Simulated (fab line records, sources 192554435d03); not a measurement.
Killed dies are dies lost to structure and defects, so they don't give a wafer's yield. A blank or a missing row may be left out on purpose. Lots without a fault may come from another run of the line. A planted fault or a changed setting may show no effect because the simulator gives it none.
Which tool did it? | flow n5_finfet | 12 lots, 36 wafers sampled, at 1 step of a route of 1938

WHAT THE GAUGES READ, wafer by wafer
N5_BEOL_M11_CD_MEAS_18: pitch 140 nm, target cd 70 nm.
lot  | measured     | on        | cd_nm (nm)
L077 | day 10 13:20 | cd_sem-03 | 70.5 69.4 69.9
L076 | day 10 23:13 | cd_sem-01 | 70.2 69.8 70.5
L081 | day 11 14:36 | cd_sem-03 | 70.2 70.5 70.0
L079 | day 11 18:21 | cd_sem-03 | 70.6 69.8 70.3
L083 | day 12 15:25 | cd_sem-02 | 70.5 70.3 70.8
L085 | day 13 05:41 | cd_sem-03 | 69.9 69.6 69.8
L088 | day 13 11:08 | cd_sem-01 | 70.1 70.3 69.3
L089 | day 13 21:18 | cd_sem-01 | 70.3 69.9 70.4
L091 | day 14 08:22 | cd_sem-02 | 70.4 70.3 70.4
L093 | day 15 03:06 | cd_sem-01 | 70.6 69.8 70.0
L095 | day 16 02:41 | cd_sem-01 | 69.3 69.5 70.0
L097 | day 16 06:11 | cd_sem-03 | 70.0 70.1 69.3

WHICH TOOL RAN EACH LOT (tool, then ch and the chambers of the sampled wafers, then the start)
The record holds no process step before these readings.

THE ANSWER, worked out from the rows above alone
Rule: what is usual is taken from the lots themselves. Put in order of their means at a reading, lots are off if they are a third of the lots or fewer, leave a main group of 4 or more, and stand apart from it by a gap of 3 or more times the standard deviation of the main group's means; of several such gaps the widest counts. A main group whose means are all the same, to the digits that the tables above print for the reading, isn't used. A lot without any number at a reading at which 4 lots or more have one is off too. The other lots that the step has rows for count as sound.
No lot is off at any reading shown: from this, nothing can be told.

WHAT THE SIMULATOR HAD PUT IN
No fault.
